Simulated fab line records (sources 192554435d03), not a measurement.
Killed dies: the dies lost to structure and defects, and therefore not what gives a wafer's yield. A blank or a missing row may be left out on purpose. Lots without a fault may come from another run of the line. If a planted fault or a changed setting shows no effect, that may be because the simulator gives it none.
Split-lot study	flow n5-finfet	21 wafers read from 7 lots, route of 1938 steps

## THE SPLIT
At N5_BEOL_M6_ETCH_66 (etches SOC in N2/H2, target depth 80 nm, overetch 16 nm, time 120 s), the setting bias-w was moved away from the recipe's 150 W on 10 of the 21 wafers read, by +7.4% to +17.4%. This setting was run at the recipe's value on the other wafers.

The reading is taken at the split's own step.

## THE READING
rf-vpp-V, in V, at N5_BEOL_M6_ETCH_66 (etches SOC in N2/H2, target depth 80 nm, overetch 16 nm, time 120 s). A value of 525 V with a standard deviation of 3.3 V is what fault-free wafers of this fab line usually give.

wafer	tool, chamber at the split	bias-w as run, W	against the recipe	rf-vpp-V, V	against lot-mates on the recipe
L078.2	rie-diel-05, 2	150	recipe	529	-
L078.3	rie-diel-05, 1	164.7	+9.8%	549	+20
L078.4	rie-diel-05, 2	164.7	+9.8%	561	+32
L082.1	rie-diel-02, 3	150	recipe	526	-
L082.4	rie-diel-02, 2	150	recipe	523	-
L082.5	rie-diel-02, 2	150	recipe	523	-
L086.1	rie-diel-05, 1	176.1	+17.4%	574	+55
L086.3	rie-diel-05, 3	176.1	+17.4%	581	+62
L086.4	rie-diel-05, 1	150	recipe	519	-
L085.3	rie-diel-02, 0	171.7	+14.5%	574	+49
L085.5	rie-diel-02, 1	150	recipe	525	-
L085.6	rie-diel-02, 2	171.7	+14.5%	569	+44
L094.2	rie-diel-04, 1	161.1	+7.4%	550	+22
L094.4	rie-diel-04, 0	161.1	+7.4%	550	+22
L094.5	rie-diel-04, 1	150	recipe	528	-
L095.1	rie-diel-04, 2	150	recipe	522	-
L095.3	rie-diel-04, 1	150	recipe	530	-
L095.6	rie-diel-04, 2	150	recipe	520	-
L096.3	rie-diel-02, 1	163.5	+9.0%	557	+34
L096.5	rie-diel-02, 3	163.5	+9.0%	555	+32
L096.6	rie-diel-02, 2	150	recipe	523	-

FIT RESULTS
A straight line over all 21 wafers: rf-vpp-V changes by +3.17 V for each +1% of bias-w; r = +0.98; the points scatter about the line by 3.8 V.
The same after taking each lot's own level away (the mean of its wafers on the recipe; 21 wafers): +3.26 V for each +1%; r = +0.98; scatter 3.9 V.
The reading moves by 57 V for the largest change in bias-w, on that fit.
Measured against the standard deviation above, the lots' own levels, which go from 519.0 to 529.0 V, span 3.0 times it.
So the lot-to-lot level changes the slope little: the two slopes agree.
Check: with one of the wafers moved furthest among these (+17.4%) left out of the fit, the line predicts +56.7 V for it against its lot-mates. Against them it came out at +55 V.
Tool readings at the split's step, against how far the setting was moved: rf-vpp-V r = +0.98.

## OTHER SPLITS APPLIED TO THESE WAFERS
These wafers also went through other splits before the reading. Each is held against what the fit with the lots' levels taken away leaves over:
other split on the same wafers	wafers away from the commonest value	r with rf-vpp-V (lot level and that fit taken away)
N5_BEOL_M4_DESCUM_16 time-s	6	-0.16
N5_BEOL_M4_COAT_76 spin-rpm	6	+0.15
N5_BEOL_M4_TRENCH_ETCH_37 bias-w	8	-0.04

## THE WHOLE CHAIN: every reading that the file lists as answering this split, in the file's order
step	what it does	reading	change (the file's fit)	r (the file's)
N5_BEOL_M6_ETCH_66	etches SOC in N2/H2, target depth 80 nm, overetch 16 nm, time 120 s	rf-vpp-V	+3.22 V for each +1% of the setting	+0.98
N5_BEOL_M6_ETCH_66	etches SOC in N2/H2, target depth 80 nm, overetch 16 nm, time 120 s	SiARC_of_BEOL_M6_COAT_64.thk-nm (the simulator's own value, which no gauge read)	-0.0734 nm for each +1% of the setting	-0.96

## FILE'S OWN FIT
rf-vpp-V changes by +3.22 V for each +1% of bias-w, r = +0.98.
